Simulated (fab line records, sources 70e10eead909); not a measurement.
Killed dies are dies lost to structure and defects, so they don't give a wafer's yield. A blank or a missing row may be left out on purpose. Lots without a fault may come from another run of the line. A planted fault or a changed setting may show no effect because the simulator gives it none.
fab line records | flow nand_harc
record lots=12 wafers=36 last_day=32
route steps=1302 shown P_M2@350 P_BONDPAD@353
lots that met no fault: from a run of the same line without faults
start_h: hours from the record's first day to the start of the lot's first wafer shown | wait_h: hours since the lot's step before | " the same as in the row above | L1.1+2: a row that stands for several wafers | - no value, or no start given | * or withheld: withheld | < > ~ a bound
route shown NAME@n: a module of which the file shows steps, and the number in the route of the first | usual: mean/standard deviation of fault-free wafers | same: alike in all rows | chamber/n: place in a boat | sites: the reading at each site | _std_site: their standard deviation | _edge_site: outer sites' mean less inner sites' | radius_mm: how far each site lies from the wafer's centre | mask NAME#n: copy n | behind: the tool/chamber that last shaped the wafer | hold: why the lot was held/for how many hours/how that ended | device: the transistor (n, p or np) that didn't switch | end of line: the same wafers' tests at the end of the route | a step without rows: its recipe alone | killed: dies lost to structure and defects at the first sort, not the wafer's yield | map: a wafer's dies, x killed, . not, _ none there
set.NAME: the setting as run; set.NAME@STEP: as run at that earlier step | model.NAME: the simulator's own value behind a step, which no gauge read
steps of the route over a sample of lots; a table a step, a row a wafer
services: from which hour (start_h, from the record's first day; less than 0 if before it) a tool's chamber was out of use, for how many hours, and why
## steps
# step NHARC_P_M2_DEP_33
# recipe target_thk_a=300 temp_c=370 target_thk_nm=30 pressure_torr=3 flow_sccm=200 rf_w=450 material=SiCN
# usual heater_power_outer_w=334/43 heater_power_w=576/74 showerhead_vpp_V=1309/69
# columns lot.wafer tool chamber start_h wait_h heater_power_outer_w heater_power_w showerhead_vpp_V
L479.4 pecvd-01 2 143.75 0.2 287 587 1519
L479.5 " 1 " " 418 689 1272
L479.6 " 2 " " 287 562 1490
L482.1 pecvd-01 2 173.62 0.1 348 633 1493
L482.5 " 1 " " 340 591 1280
L482.4 " 2 " " 348 656 1503
L483.3 pecvd-02 0 186.90 0.1 345 598 1284
L483.6 " 0 " " 351 599 1314
L483.4 " 2 " " 322 504 1309
L488.3 pecvd-04 2 232.09 0.1 268 561 1341
L488.1 " 0 " " 382 638 1335
L488.2 " 1 " " 305 547 1333
L489.3 pecvd-01 1 242.40 0.2 377 648 1282
L489.6 " 1 " " 377 635 1276
L489.5 " 2 " " 298 603 1491
L490.2 pecvd-02 0 250.46 0.1 349 600 1302
L490.5 " 0 " " 356 615 1281
L490.6 " 1 " " 332 580 1255
L494.2 pecvd-02 2 293.19 0.1 328 494 1307
L494.1 " 0 " " 369 621 1315
L494.4 " 2 " " 327 506 1293
L495.2 pecvd-02 2 303.12 0.1 295 479 1302
L495.3 " 1 " " 336 566 1235
L495.4 " 1 " " 346 584 1254
L496.1 pecvd-04 0 314.46 0.1 412 677 1355
L496.3 " 1 " " 285 535 1309
L496.6 " 2 " " 323 635 1355
L497.6 pecvd-04 1 318.78 0.2 267 502 1319
L497.5 " 2 " " 325 643 1363
L497.4 " 0 " " 387 638 1334
L498.2 pecvd-01 1 337.24 0.1 335 611 1244
L498.1 " 2 " " 312 595 1499
L498.4 " 1 " " 347 612 1269
L500.1 pecvd-04 1 358.86 0.1 270 496 1316
L500.3 " 2 " " 359 687 1362
L500.5 " 0 " " 407 660 1354
# step NHARC_P_BONDPAD_THK_MEAS_33
# recipe thk_meas_gauge=ellipsometry
# usual thk_nm=199.9/1.7
# columns lot.wafer tool chamber start_h wait_h thk_nm
L479.4 film_metro-02 - 144.88 0.2 199.6
L479.5 " - " " 196.9
L479.6 " - " " 199.8
L482.1 film_metro-02 - 174.62 0.2 199.8
L482.4 " - " " 198.7
L482.5 " - " " 201.1
L483.3 film_metro-01 - 187.97 0.2 198.6
L483.4 " - " " 199.3
L483.6 " - " " 200.9
L488.1 film_metro-02 - 233.16 0.2 199.3
L488.2 " - " " 203.9
L488.3 " - " " 201.7
L489.3 film_metro-02 - 243.48 0.2 200.9
L489.5 " - " " 199.3
L489.6 " - " " 199.7
L490.2 film_metro-02 - 251.54 0.2 200.4
L490.5 " - " " 201.9
L490.6 " - " " 198.2
L494.1 film_metro-02 - 294.22 0.2 198.7
L494.2 " - " " 201.4
L494.4 " - " " 197.1
L495.2 film_metro-02 - 304.20 0.2 203.8
L495.3 " - " " 199.5
L495.4 " - " " 201.4
L496.1 film_metro-01 - 315.61 0.2 197.9
L496.3 " - " " 197.7
L496.6 " - " " 198.9
L497.4 film_metro-02 - 319.70 0.2 200.5
L497.5 " - " " 197.8
L497.6 " - " " 199.1
L498.1 film_metro-01 - 338.42 0.2 196.8
L498.2 " - " " 200.5
L498.4 " - " " 198.9
L500.1 film_metro-02 - 359.88 0.1 197.9
L500.3 " - " " 200.7
L500.5 " - " " 200.0
# step NHARC_P_BONDPAD_EXPOSE_06
# recipe na=0.55 dose_mj=37.06 mask_id=P_BPAD
# usual exposure_dose_mJ_cm2=37.07/0.037 stage_vel_mm_s=500.00/0.25
# columns lot.wafer tool chamber start_h wait_h mask exposure_dose_mJ_cm2 stage_vel_mm_s
L479.4 krf_scanner-02 0 145.31 - P_BPAD#0 37.11 499.74
L479.5 " 0 " " P_BPAD#0 37.14 499.98
L479.6 " 0 " " P_BPAD#0 37.10 499.88
L482.1 krf_scanner-02 0 175.03 - P_BPAD#0 37.00 499.87
L482.4 " 0 " " P_BPAD#0 37.05 500.07
L482.5 " 0 " " P_BPAD#0 37.06 499.80
L483.3 krf_scanner-04 0 188.39 - P_BPAD#0 37.07 500.01
L483.4 " 0 " " P_BPAD#0 37.14 500.25
L483.6 " 0 " " P_BPAD#0 37.03 500.13
L488.1 krf_scanner-01 0 233.57 - P_BPAD#0 37.09 499.51
L488.2 " 0 " " P_BPAD#0 37.08 499.62
L488.3 " 0 " " P_BPAD#0 37.10 499.80
L489.3 krf_scanner-04 0 243.91 - P_BPAD#0 37.09 499.85
L489.5 " 0 " " P_BPAD#0 37.05 499.83
L489.6 " 0 " " P_BPAD#0 37.09 500.08
L490.2 krf_scanner-04 0 251.83 - P_BPAD#0 37.09 499.94
L490.5 " 0 " " P_BPAD#0 37.04 499.90
L490.6 " 0 " " P_BPAD#0 37.05 500.27
L494.1 krf_scanner-02 0 294.64 - P_BPAD#0 37.00 499.79
L494.2 " 0 " " P_BPAD#0 37.09 499.98
L494.4 " 0 " " P_BPAD#0 37.04 500.17
L495.2 krf_scanner-02 0 304.49 - P_BPAD#0 51.05 500.19
L495.3 " 0 " " P_BPAD#0 51.09 500.17
L495.4 " 0 " " P_BPAD#0 51.07 500.15
L496.1 krf_scanner-02 0 315.90 - P_BPAD#0 48.22 499.92
L496.3 " 0 " " P_BPAD#0 48.24 499.93
L496.6 " 0 " " P_BPAD#0 48.30 499.87
L497.4 krf_scanner-04 0 320.13 - P_BPAD#0 37.13 499.67
L497.5 " 0 " " P_BPAD#0 37.07 499.76
L497.6 " 0 " " P_BPAD#0 37.07 500.17
L498.1 krf_scanner-01 0 338.84 - P_BPAD#0 37.05 499.72
L498.2 " 0 " " P_BPAD#0 37.02 500.22
L498.4 " 0 " " P_BPAD#0 37.03 499.93
L500.1 krf_scanner-04 0 360.17 - P_BPAD#0 37.08 499.90
L500.3 " 0 " " P_BPAD#0 37.04 499.81
L500.5 " 0 " " P_BPAD#0 37.12 499.88
# step NHARC_P_BONDPAD_CD_MEAS_09
# recipe target_cd_nm=500 landing_energy_ev=500
# usual cd_nm=499.3/2
# columns lot.wafer tool chamber start_h wait_h cd_nm
L479.4 cd_sem-03 0 145.45 - 499.0
L479.5 " 0 " " 502.0
L479.6 " 0 " " 501.1
L482.1 cd_sem-03 0 175.19 - 502.1
L482.4 " 0 " " 498.9
L482.5 " 0 " " 501.4
L483.3 cd_sem-02 0 188.54 - 497.6
L483.4 " 0 " " 501.1
L483.6 " 0 " " 500.3
L488.1 cd_sem-01 0 233.72 - 496.6
L488.2 " 0 " " 498.1
L488.3 " 0 " " 496.9
L489.3 cd_sem-01 0 244.05 - 497.5
L489.5 " 0 " " 498.7
L489.6 " 0 " " 498.9
L490.2 cd_sem-01 0 251.98 - 497.3
L490.5 " 0 " " 499.3
L490.6 " 0 " " 496.0
L494.1 cd_sem-01 0 294.79 - 497.9
L494.2 " 0 " " 499.7
L494.4 " 0 " " 496.8
L495.2 cd_sem-03 0 304.64 - 510.9
L495.3 " 0 " " 507.9
L495.4 " 0 " " 510.7
L496.1 cd_sem-02 0 316.05 - 513.6
L496.3 " 0 " " 508.9
L496.6 " 0 " " 510.4
L497.4 cd_sem-01 0 320.27 - 500.6
L497.5 " 0 " " 497.3
L497.6 " 0 " " 501.9
L498.1 cd_sem-02 0 338.99 - 500.6
L498.2 " 0 " " 499.1
L498.4 " 0 " " 502.2
L500.1 cd_sem-02 0 360.32 - 497.4
L500.3 " 0 " " 500.1
L500.5 " 0 " " 497.3
# step NHARC_P_BONDPAD_OVL_MEAS_38
# usual overlay_x_nm=-1/4.3 overlay_y_nm=1/6.1
# columns lot.wafer tool chamber start_h wait_h overlay_x_nm overlay_y_nm
L479.4 overlay-01 - 145.53 - 1 0
L479.5 " - " " 0 0
L479.6 " - " " 1 0
L482.1 overlay-02 - 175.28 - -6 7
L482.4 " - " " -6 7
L482.5 " - " " -6 7
L483.3 overlay-01 - 188.62 - 5 -2
L483.4 " - " " 5 -2
L483.6 " - " " 5 -2
L488.1 overlay-01 - 233.81 - -1 7
L488.2 " - " " -2 7
L488.3 " - " " -1 7
L489.3 overlay-02 - 244.14 - -1 -5
L489.5 " - " " -1 -5
L489.6 " - " " -1 -5
L490.2 overlay-01 - 252.07 - -9 -4
L490.5 " - " " -9 -4
L490.6 " - " " -9 -3
L494.1 overlay-02 - 294.88 - -2 10
L494.2 " - " " -2 10
L494.4 " - " " -2 11
L495.2 overlay-01 - 304.73 - -4 -7
L495.3 " - " " -4 -7
L495.4 " - " " -4 -6
L496.1 overlay-01 - 316.14 - -1 2
L496.3 " - " " -1 1
L496.6 " - " " -2 1
L497.4 overlay-02 - 320.36 - 1 -6
L497.5 " - " " 1 -5
L497.6 " - " " 1 -5
L498.1 overlay-02 - 339.07 - -7 9
L498.2 " - " " -6 9
L498.4 " - " " -6 9
L500.1 overlay-01 - 360.41 - -1 -6
L500.3 " - " " -2 -6
L500.5 " - " " -1 -6
## services
# columns tool chamber start_h hours kind
krf_scanner-02 - 121.27 0.6 repair
pecvd-01 - 130.30 13.0 pm
pecvd-01 0 130.30 18.8 vent_cycle
pecvd-01 1 130.30 13.0 vent_cycle
krf_scanner-01 - 140.00 4.0 pm
pecvd-04 - 141.77 0.3 repair
krf_scanner-04 - 169.11 1.5 repair
krf_scanner-04 - 181.94 1.2 repair
pecvd-01 - 228.94 0.6 repair
pecvd-02 - 229.34 13.0 pm
krf_scanner-04 - 230.22 6.8 repair
krf_scanner-02 - 230.54 0.6 repair
pecvd-01 0 232.96 16.8 repair
krf_scanner-02 - 236.51 0.4 repair
krf_scanner-02 - 267.66 4.0 pm
pecvd-04 - 269.00 13.0 pm
pecvd-02 2 297.89 1.9 repair
krf_scanner-04 - 306.59 3.0 repair
pecvd-01 - 311.30 13.0 pm
krf_scanner-01 - 312.00 4.0 pm
krf_scanner-01 - 316.71 0.6 repair
krf_scanner-04 - 319.42 0.4 repair
pecvd-04 0 320.02 22.8 repair
krf_scanner-04 - 355.10 4.0 pm
## key
first_sign step=NHARC_P_BONDPAD_EXPOSE_06 reading=exposure_dose_mJ_cm2 direction=up sigmas=99+ usual=37.07 struck=49.66
effect step=NHARC_P_BONDPAD_CD_MEAS_09 reading=cd_nm direction=up sigmas=5.6 usual=499.3 struck=510.4 through=control_loop
met_at NHARC_P_BONDPAD_EXPOSE_06
struck_lots L495,L496
loop_trim step=NHARC_P_BONDPAD_EXPOSE_06 setting=dose lots=L496
not_acting_at NHARC_P_M2_DEP_33,NHARC_P_BONDPAD_THK_MEAS_33,NHARC_P_BONDPAD_OVL_MEAS_38
onset_between 294.64 304.49
fault kind=process_parameter_drift tool=krf_scanner-02 chamber=- onset_h=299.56 steps=NHARC_P_BONDPAD_EXPOSE_06 channel=dose_mj offset=14.035 shape=step acts_in=these_recipes_only stated=37.06
# loop_trim: a control loop set the setting to another value than it would have without faults
